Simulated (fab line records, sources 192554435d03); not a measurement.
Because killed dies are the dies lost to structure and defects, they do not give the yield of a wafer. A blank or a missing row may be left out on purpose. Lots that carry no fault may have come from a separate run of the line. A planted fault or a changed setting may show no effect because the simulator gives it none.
Split-lot study -- flow n5 finfet -- 7 lots, 21 wafers read, on a route of 1938 steps

ABOUT THE SPLIT
At N5_BEOL_M2_COAT_62 (time 60 s, resist thk 12 nm), the setting spin rpm was moved away from the recipe's 1500 rpm on 8 of the 21 wafers read, by -10.8% to +9.0%. The other wafers ran this setting at the recipe's value.

FROM THE SPLIT TO THE READING: what the file shows between them, 4 steps
- N5_BEOL_M2_COAT_73: time 60 s, resist thk 5 nm
- N5_BEOL_M2_COAT_05: resist thk 30 nm
- N5_BEOL_M2_DESCUM_16: chemistry O2, time 7 s
- N5_BEOL_M2_ETCH_74: etches underlayer in N2/H2, target depth 6.5 nm, time 5.2 s

THE READING
etch.depth nm (the simulator's own value, which no gauge read), in nm, at N5_BEOL_M2_ETCH_63 (etches SiARC in CF4, target depth 15.6 nm, time 26 s). The file does not state a usual value for it. Across the 13 wafers here that went through the recipe, the average is 12.01 nm and the standard deviation 0.034 nm.

wafer,"tool, chamber at the split","spin rpm as run, rpm",against the recipe,"etch.depth nm, nm",against lot-mates on the recipe
L076.4,"litho track-04, 0",1500,recipe,12.01,-
L076.5,"litho track-04, 0",1500,recipe,11.99,-
L076.6,"litho track-04, 0",1500,recipe,11.99,-
L077.1,"litho track-01, 0",1500,recipe,11.96,-
L077.2,"litho track-01, 0",1423,-5.1%,12.29,+0.33
L077.6,"litho track-01, 0",1500,recipe,11.95,-
L084.1,"litho track-04, 0",1635,+9.0%,11.55,-0.51
L084.2,"litho track-04, 0",1500,recipe,12.05,-
L084.3,"litho track-04, 0",1500,recipe,12.07,-
L085.3,"litho track-04, 0",1560,+4.0%,11.8,-0.23
L085.5,"litho track-04, 0",1500,recipe,12.03,-
L085.6,"litho track-04, 0",1560,+4.0%,11.81,-0.22
L090.1,"litho track-05, 0",1500,recipe,12.04,-
L090.2,"litho track-05, 0",1338,-10.8%,12.72,+0.72
L090.4,"litho track-05, 0",1500,recipe,11.97,-
L093.3,"litho track-04, 0",1377,-8.2%,12.55,+0.53
L093.5,"litho track-04, 0",1500,recipe,12.02,-
L093.6,"litho track-04, 0",1377,-8.2%,12.56,+0.54
L097.1,"litho track-04, 0",1593,+6.2%,11.68,-0.34
L097.2,"litho track-04, 0",1500,recipe,12.02,-
L097.5,"litho track-04, 0",1500,recipe,12.01,-

FIT RESULTS
A straight line over all 21 wafers: etch.depth nm changes by -0.06 nm for each +1% of spin rpm; r = -0.99; the points scatter about the line by 0.041 nm.
The same after taking each lot's own level away (the mean of its wafers on the recipe; 21 wafers): -0.0619 nm for each +1%; r = -1.00; scatter 0.022 nm.
On that fit, the largest move of spin rpm shifts the reading by 0.67 nm.
From 11.955 to 12.060 nm: that is the span of the lots' own levels, equal to 3.1 times the standard deviation above.
Hence the lot-to-lot level has little effect on the slope; both slopes agree.
Check: +0.667 nm against its lot-mates is what the line predicts for one of the wafers moved furthest among these (-10.8%) when that wafer is left out of the fit. Against them it came out at +0.715 nm.

THE OTHER SPLITS THESE WAFERS WENT THROUGH
Other splits were also applied to these wafers ahead of the reading. Each is held against what the fit with the lots' levels taken away leaves over:
other split on the same wafers,wafers away from the commonest value,r with etch.depth nm (lot level and that fit taken away)
N5_BEOL_M1_ETCH_64 bias w,12,-0.01

THE WHOLE CHAIN: every reading that the file lists as answering this split, in the file's order
step,what it does,reading,change (the file's fit),r (the file's)
N5_BEOL_M2_COAT_62,"time 60 s, resist thk 12 nm","SiARC_of_BEOL_M2_COAT_62.thk nm (the simulator's own value, which no gauge read)",-0.0621 nm for each +1% of the setting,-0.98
N5_BEOL_M2_ETCH_63,"etches SiARC in CF4, target depth 15.6 nm, time 26 s","etch.depth nm (the simulator's own value, which no gauge read)",-0.0618 nm for each +1% of the setting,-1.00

THE FILE'S OWN FIT
etch.depth nm changes by -0.0618 nm for each +1% of spin rpm, r = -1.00.
